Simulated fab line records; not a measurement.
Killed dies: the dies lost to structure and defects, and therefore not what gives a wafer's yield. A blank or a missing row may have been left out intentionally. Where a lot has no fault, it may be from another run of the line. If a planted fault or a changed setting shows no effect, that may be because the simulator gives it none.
What tool caused it?    flow n5 finfet    Sampling: 23 lots, 69 wafers, 2 of 1938 route steps

WHAT THE GAUGES SHOWED, per wafer
N5_BEOL_M9_OVL_MEAS_12.
lot   measured      on          M9_OVL (nm)
L074  day 10 12:02  overlay-02  -0.7 -0.1 -0.8
L075  day 11 00:19  overlay-01  -0.6 -1.1 0.1
L076  day 11 07:38  overlay-02  -0.7 -0.1 0.7
L077  day 11 07:53  overlay-01  0.2 -0.2 0.2
L078  day 11 11:17  overlay-01  -0.3 -0.5 -1.0
L080  day 11 18:55  overlay-01  0.0 0.1 -1.0
L081  day 12 03:02  overlay-02  -0.3 0.0 0.3
L079  day 12 15:59  overlay-02  0.2 0.0 -0.1
L082  day 12 21:25  overlay-02  -1.2 -1.0 -0.6
L083  day 13 02:17  overlay-02  -1.0 -1.2 -1.3
L084  day 13 08:35  overlay-01  -1.6 -0.3 -0.3
L087  day 13 12:03  overlay-01  -1.7 -0.6 -0.6
L085  day 14 00:53  overlay-02  -0.4 -1.7 -0.2
L088  day 14 02:09  overlay-02  -0.3 -0.4 -0.9
L089  day 14 10:23  overlay-02  -1.1 -0.8 -0.3
L086  day 14 10:32  overlay-01  1.0 -0.6 -0.5
L090  day 15 08:50  overlay-01  -0.8 -1.1 -1.1
L095  day 15 13:18  overlay-02  0.9 1.0 0.6
L092  day 15 13:28  overlay-01  0.8 0.2 -0.3
L093  day 15 13:42  overlay-01  0.0 -0.3 -0.5
L094  day 16 10:23  overlay-01  -0.8 -1.2 -0.6
L096  day 16 18:05  overlay-01  1.0 0.2 0.9
L097  day 17 03:37  overlay-02  -0.5 -1.1 -0.3

EACH LOT AND THE TOOL THAT RAN IT (in order: tool; ch and the chambers of the sampled wafers; start)
lot   N5_BEOL_M9_ILD_DEP_00
L074  pecvd-04 ch 0,1,2, day 10 09:26
L075  pecvd-02 ch 0,1,2, day 10 22:28
L076  pecvd-03 ch 0,1,2, day 11 05:34
L077  pecvd-04 ch 0,1,2, day 11 06:05
L078  pecvd-04 ch 1,2, day 11 08:27
L080  pecvd-03 ch 0,1,2, day 11 17:05
L081  pecvd-03 ch 1,2, day 11 23:46
L079  pecvd-04 ch 0,1, day 12 13:34
L082  pecvd-04 ch 0,2, day 12 18:08
L083  pecvd-02 ch 0,1,2, day 12 23:33
L084  pecvd-04 ch 1,2, day 13 06:31
L087  pecvd-04 ch 0,2, day 13 10:22
L085  pecvd-03 ch 0,1,2, day 13 22:08
L088  pecvd-03 ch 0,2, day 14 00:39
L089  pecvd-03 ch 0,1,2, day 14 07:16
L086  pecvd-04 ch 0,2, day 14 08:04
L090  pecvd-03 ch 1,2, day 15 06:17
L095  pecvd-04 ch 1,2, day 15 10:07
L092  pecvd-02 ch 1,2, day 15 10:16
L093  pecvd-02 ch 0,2, day 15 11:13
L094  pecvd-03 ch 0,2, day 16 07:44
L096  pecvd-02 ch 0,1,2, day 16 15:45
L097  pecvd-02 ch 0,2, day 17 01:37
- N5_BEOL_M9_ILD_DEP_00: deposits SiCOH lowk from DEMS/porogen, target thk 308.51 nm, time 58 s.

WHAT THE TOOLS THEMSELVES READ (means of the sampled wafers that have a number; where no wafer has one, the mark that the record gives instead)
N5_BEOL_M9_ILD_DEP_00.
lot   tool      heater power w (W)  showerhead plenum p Torr (Torr)  throttle valve pct (%)
L074  pecvd-04  306                 5.739                            13.4
L075  pecvd-02  315                 5.740                            14.2
L076  pecvd-03  266                 5.723                            13.1
L077  pecvd-04  307                 5.737                            13.4
L078  pecvd-04  280                 5.736                            13.6
L080  pecvd-03  276                 5.730                            13.0
L081  pecvd-03  316                 5.724                            12.6
L079  pecvd-04  299                 5.738                            13.9
L082  pecvd-04  303                 5.738                            13.2
L083  pecvd-02  326                 5.751                            14.1
L084  pecvd-04  346                 5.744                            13.2
L087  pecvd-04  355                 5.743                            12.9
L085  pecvd-03  273                 5.719                            13.1
L088  pecvd-03  233                 5.726                            13.1
L089  pecvd-03  286                 5.733                            13.1
L086  pecvd-04  319                 5.738                            12.9
L090  pecvd-03  309                 5.731                            12.9
L095  pecvd-04  301                 5.736                            13.9
L092  pecvd-02  302                 5.733                            14.1
L093  pecvd-02  326                 5.735                            13.8
L094  pecvd-03  217                 5.729                            13.2
L096  pecvd-02  310                 5.747                            14.3
L097  pecvd-02  294                 5.744                            13.9

THE ANSWER, worked out from the rows above alone
Rule: usual is defined by the lots themselves. Put in order of their means at a reading, lots are off if they are a third of the lots or fewer, leave a main group of 4 or more, and stand apart from it by a gap of 3 or more times the standard deviation of the main group's means; of several such gaps the widest counts. The tables above print the reading to a certain number of digits; a main group whose means all agree to those digits is not used. A lot without any number at a reading at which 4 lots or more have one is off too. Where the step has rows for the other lots, those lots are counted as sound. First the gauges in route order, then the tools' own readings, where a lot's mean is used as printed above. The first step at which some lot is off is used, and at that step the reading that is off furthest; a lot without a number counts as furthest.
No lot is off on any of the readings shown, so nothing can be concluded from this.

WHAT WAS PUT IN BY THE SIMULATOR
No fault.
